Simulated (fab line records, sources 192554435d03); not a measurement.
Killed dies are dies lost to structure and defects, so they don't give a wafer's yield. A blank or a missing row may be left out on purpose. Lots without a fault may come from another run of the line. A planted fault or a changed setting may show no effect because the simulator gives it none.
A struck lot beside a sound one | flow n5_finfet | 20 steps out of a route of 1938
Sound: wafers L968.1, L968.3, L968.6. Struck: wafers L978.1, L978.5. The cause comes at the end.
At each step with rows: each side's tool, then ch and its chambers, then its first start. Under that, the readings that differ: sound wafers | struck wafers | difference of the means | sigmas: that difference in standard deviations of wafers without a fault.
alike: readings whose means differ by less than 2 such deviations, and words and numbers that are the same on both sides. not compared: withheld readings, readings that some wafer has no value for, bounds like >300 that may hide the same value, and numbers for which the record gives no deviation and whose values overlap.
The two part at a step that has a row with sigmas, a row that says differs or no value, or rows on one side only. Numbers that don't overlap but have no deviation are shown without sigmas and don't part them. A reading that every wafer of one side lacks parts them only if that side has two wafers or more.

N5_BEOL_M12_ETCH_67: etches SiARC in CF4, target depth 143 nm, time 238.3 s.
  sound on rie_diel-04 ch 1,3, day 11 05:22; struck on rie_diel-05 ch 2, day 12 22:44
  reading                         | sound             | struck      | difference | sigmas
  showerhead_plenum_p_Torr (Torr) | 2.18 2.27 2.18    | 1.97 1.97   | -0.24      | -3
  throttle_valve_pct (%)          | 15.05 15.33 15.05 | 16.06 16.05 | +0.91      | +3
  alike: drypump_motor_current_A, etch_rf_on_time_s, oes_product_au, rf_vpp_V
  not compared: rf_hours_counter_h
N5_BEOL_M12_ETCH_68: etches SOC in N2/H2, time 285 s.
  sound on rie_diel-04 ch 1,3, day 11 05:31; struck on rie_diel-05 ch 2, day 12 22:53
  reading                         | sound             | struck      | difference | sigmas
  oes_product_au (a.u.)           | 0.88 0.96 0.89    | 0.74 0.74   | -0.17      | -2
  rf_vpp_V (V)                    | 526.0 528.7 526.5 | 517.8 517.9 | -9.2       | -3
  showerhead_plenum_p_Torr (Torr) | 2.61 2.72 2.61    | 2.34 2.34   | -0.31      | -3
  throttle_valve_pct (%)          | 17.34 17.66 17.33 | 18.36 18.34 | +0.91      | +3
  alike: drypump_motor_current_A
  not compared: rf_hours_counter_h
then, 3 steps without rows for these wafers: N5_BEOL_M12_STRIP_69 (strips in N2/H2); N5_BEOL_M12_TRENCH_ETCH_34 (etches SiOC in C4F8/O2/Ar, target depth 318.95 nm, time 125.5 s); N5_BEOL_M12_STRIP_70 (strips in C4F8/O2/Ar).
N5_BEOL_M12_OCD_MEAS_35:
  sound on ocd-02, day 11 05:50; struck on ocd-01, day 12 23:13
  reading              | sound       | struck  | difference | sigmas
  trench_depth_nm (nm) | 322 327 322 | 313 310 | -12        | -2
N5_BEOL_M12_STRIP_37: strips in N2/H2.
  sound on plasma_asher-02 ch 0,1, day 11 05:53; struck on plasma_asher-01 ch 0,1, day 12 23:16
  alike: drypump_motor_current_A, heater_power_w, oes_product_au
  not compared: rf_hours_counter_h
then, 3 steps without rows for these wafers: N5_BEOL_M12_ETCH_38 (etches SiCN in CF4/N2, target depth 68.7 nm, time 73.4 s); N5_BEOL_M12_PRECLEAN_39 (cleans in residue remover, time 60 s); N5_BEOL_M12_SRD_40 (time 30 s, dry time 30 s).
N5_BEOL_M12_DEGAS_41: time 60 s.
  sound on pvd_sputter-03, day 11 14:25; struck on pvd_sputter-01, day 13 01:22
  alike: heater_power_w
N5_BEOL_M12_PRE_CLEAN_42: time 30 s.
  sound on pvd_sputter-03, day 11 14:28; struck on pvd_sputter-01, day 13 01:24
  alike: heater_power_w
N5_BEOL_M12_SPUTTER_43: material TaN, target thk 15 nm, time 24.19 s.
  sound on pvd_sputter-03, day 11 14:30; struck on pvd_sputter-01, day 13 01:26
  reading                                      | sound        | struck    | difference | sigmas
  model.TaN_of_BEOL_M12_SPUTTER_43.thk_nm (nm) | 14.8 14.6 15 | 13.2 12.8 | -1.8       |
  alike: throttle_valve_pct
then, 4 steps without rows for these wafers: N5_BEOL_M12_SPUTTER_44 (material Ta, target thk 10 nm, time 16.13 s); N5_BEOL_M12_SPUTTER_45 (material Cu, target thk 80 nm, time 13.33 s); N5_BEOL_M12_ECD_47 (material Cu, target thk 720 nm); N5_BEOL_M12_ANNEAL_48 (time 90 s).
N5_BEOL_M12_CMP_49: polishes, stops on SiOC, t overpolish 20.6 s, target thk 320 nm.
  sound on cmp-02 ch 1,2, day 11 15:16; struck on cmp-04 ch 0,1, day 13 02:16
  reading                      | sound          | struck    | difference | sigmas
  barrier_field_endpoint_s (s) | 31.0 29.3 31.5 | 25.9 27.1 | -4.1       | -6
  alike: motor_current_A
N5_BEOL_M12_THK_MEAS_50: measures by xrf.
  sound on film_metro-01, day 11 15:31; struck on film_metro-02, day 13 02:28
  alike: M12_THK
N5_PASSIVATION_PROBE_49:
  the record has rows for the struck wafers here (prober-01, day 14 16:29) and none for the sound ones

WHERE THEY PART
First at N5_BEOL_M12_ETCH_67; last, within this record, at N5_PASSIVATION_PROBE_49.

WHY: what the simulator had put in
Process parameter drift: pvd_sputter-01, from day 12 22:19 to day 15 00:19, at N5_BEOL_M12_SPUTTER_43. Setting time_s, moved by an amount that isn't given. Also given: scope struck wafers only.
